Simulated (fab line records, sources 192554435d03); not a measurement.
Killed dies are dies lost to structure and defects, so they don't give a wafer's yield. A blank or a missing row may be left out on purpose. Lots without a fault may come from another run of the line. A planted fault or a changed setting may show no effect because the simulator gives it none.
Split-lot experiment | flow n5_finfet | 7 lots, 21 wafers read, on a route of 1938 steps

THE SPLIT
At N5_BEOL_M9_CMP_52 (polishes, stops on SiCOH lowk, t overpolish 7 s, target thk 140 nm), the setting down_force_psi was moved away from the recipe's 1 psi on 9 of the 21 wafers read, by -8.1% to +21.2%. The other wafers ran this setting at the recipe's value.

The reading is taken at the split's own step.

THE READING
barrier_field_endpoint_s, in s, at N5_BEOL_M9_CMP_52 (polishes, stops on SiCOH lowk, t overpolish 7 s, target thk 140 nm). Fault-free wafers of this fab line usually give 28.7 s, standard deviation 0.68 s.

wafer  | tool, chamber at the split | down_force_psi as run, psi | against the recipe | barrier_field_endpoint_s, s | against lot-mates on the recipe
L076.1 | cmp-01, 0                  | 1.212                      | +21.2%             | 23.3                        | -6.1
L076.6 | cmp-01, 2                  | 1                          | recipe             | 29.4                        | -
L076.5 | cmp-01, 3                  | 1.212                      | +21.2%             | 24.1                        | -5.3
L074.1 | cmp-03, 1                  | 1                          | recipe             | 29.1                        | -
L074.6 | cmp-03, 2                  | 1                          | recipe             | 28.1                        | -
L074.5 | cmp-03, 3                  | 1                          | recipe             | 28.9                        | -
L084.3 | cmp-04, 1                  | 1                          | recipe             | 29.8                        | -
L084.1 | cmp-04, 2                  | 1                          | recipe             | 29.4                        | -
L084.6 | cmp-04, 2                  | 1                          | recipe             | 29.5                        | -
L085.1 | cmp-04, 3                  | 0.9194                     | -8.1%              | 29.9                        | +2.2
L085.6 | cmp-04, 3                  | 1                          | recipe             | 27.7                        | -
L085.5 | cmp-04, 0                  | 0.9194                     | -8.1%              | 30.6                        | +2.9
L087.1 | cmp-04, 3                  | 1.109                      | +10.9%             | 25.4                        | no lot-mate on the recipe
L087.2 | cmp-04, 0                  | 1.109                      | +10.9%             | 26.1                        | no lot-mate on the recipe
L087.3 | cmp-04, 2                  | 1.109                      | +10.9%             | 26.7                        | no lot-mate on the recipe
L089.4 | cmp-03, 2                  | 1                          | recipe             | 28.1                        | -
L089.5 | cmp-03, 0                  | 1.144                      | +14.4%             | 25.7                        | -2.4
L089.6 | cmp-03, 1                  | 1.144                      | +14.4%             | 26.7                        | -1.4
L094.2 | cmp-04, 0                  | 1                          | recipe             | 28.1                        | -
L094.6 | cmp-04, 2                  | 1                          | recipe             | 28.4                        | -
L094.5 | cmp-04, 3                  | 1                          | recipe             | 28.2                        | -

THE FIT
A straight line over all 21 wafers: barrier_field_endpoint_s changes by -0.219 s for each +1% of down_force_psi; r = -0.94; the points scatter about the line by 0.68 s.
The same after taking each lot's own level away (the mean of its wafers on the recipe; 18 wafers): -0.24 s for each +1%; r = -0.95; scatter 0.69 s.
On that fit, the largest move of down_force_psi shifts the reading by 5.1 s.
The lots' own levels span 27.70 to 29.57 s, that is 2.7 times the standard deviation above.
So the lot-to-lot level changes the slope little: the two slopes agree.
Check: with one of the wafers moved furthest among these (+21.2%) left out of the fit, the line predicts -4.39 s for it against its lot-mates. It came out at -6.1 s against them.
Tool readings at the split's step, against how far the setting was moved: barrier_field_endpoint_s r = -0.94.

OTHER SPLITS ON THESE WAFERS
These wafers also went through other splits before the reading. Each is held against what the fit with the lots' levels taken away leaves over:
other split on the same wafers    | wafers away from the commonest value | r with barrier_field_endpoint_s (lot level and that fit taken away)
N5_BEOL_M8_HM_DEP_02 target_thk_a | 5                                    | +0.11
N5_BEOL_M8_ETCH_66 source_w       | 5                                    | -0.22
N5_BEOL_M8_TRENCH_ETCH_37 bias_w  | 7                                    | -0.14

THE FILE'S OWN FIT
barrier_field_endpoint_s changes by -0.232 s for each +1% of down_force_psi, r = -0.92.
